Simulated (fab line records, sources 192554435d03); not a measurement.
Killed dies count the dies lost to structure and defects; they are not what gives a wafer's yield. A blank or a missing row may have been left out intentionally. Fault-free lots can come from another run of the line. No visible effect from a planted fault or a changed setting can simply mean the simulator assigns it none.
Which tool was responsible? -- flow n5 finfet -- 36 wafers from 12 lots sampled at 2 of the route's 1938 steps

## WHAT EACH GAUGE READ, for each wafer
N5_BEOL_M6_CD_MEAS_28 targets a cd of 40 nm.
lot,measured,on,cd nm (nm)
L074,day 9 04:10,cd sem-01,39.74 39.95 39.77
L077,day 9 05:58,cd sem-01,39.95 39.78 39.85
L079,day 9 19:56,cd sem-02,39.80 39.94 39.95
L081,day 10 09:07,cd sem-02,39.84 40.18 40.39
L083,day 10 14:17,cd sem-02,39.80 40.09 39.83
L085,day 11 08:47,cd sem-03,40.48 39.96 40.13
L087,day 12 16:02,cd sem-01,40.03 40.41 40.05
L089,day 12 20:02,cd sem-02,40.10 40.22 39.80
L091,day 13 02:26,cd sem-02,40.17 39.98 40.00
L094,day 13 18:41,cd sem-02,39.93 39.81 39.73
L095,day 14 02:20,cd sem-03,39.87 39.92 39.86
L097,day 14 12:53,cd sem-02,39.63 40.16 39.92

## WHAT TOOL EACH LOT RAN ON (gives the tool, then ch and the chambers of the sampled wafers, and finally the start)
lot,N5_BEOL_M6_HM_DEP_02
L074,"pvd sputter-01, day 9 02:47"
L077,"pvd sputter-01, day 9 03:49"
L079,"pvd sputter-02, day 9 17:34"
L081,"pvd sputter-03, day 10 07:07"
L083,"pvd sputter-01, day 10 12:52"
L085,"pvd sputter-02, day 11 06:35"
L087,"pvd sputter-02, day 12 13:00"
L089,"pvd sputter-02, day 12 18:14"
L091,"pvd sputter-01, day 13 00:14"
L094,"pvd sputter-01, day 13 14:43"
L095,"pvd sputter-02, day 13 22:38"
L097,"pvd sputter-01, day 14 11:25"
- N5_BEOL_M6_HM_DEP_02: deposits TiN, target thk 20 nm.

## THE ANSWER, worked out from the rows above alone
Rule: usual is defined by the lots themselves. Put in order of their means at a reading, lots are off if they are a third of the lots or fewer, leave a main group of 4 or more, and stand apart from it by a gap of 3 or more times the standard deviation of the main group's means; of several such gaps the widest counts. If all means in a main group match to the digits the tables above print for the reading, that group is not used. A lot without any number at a reading at which 4 lots or more have one is off too. Any other lot the step has rows for is counted as sound.
No lot is off at any reading shown: from this, nothing can be told.

## WHAT THE SIMULATOR PUT IN
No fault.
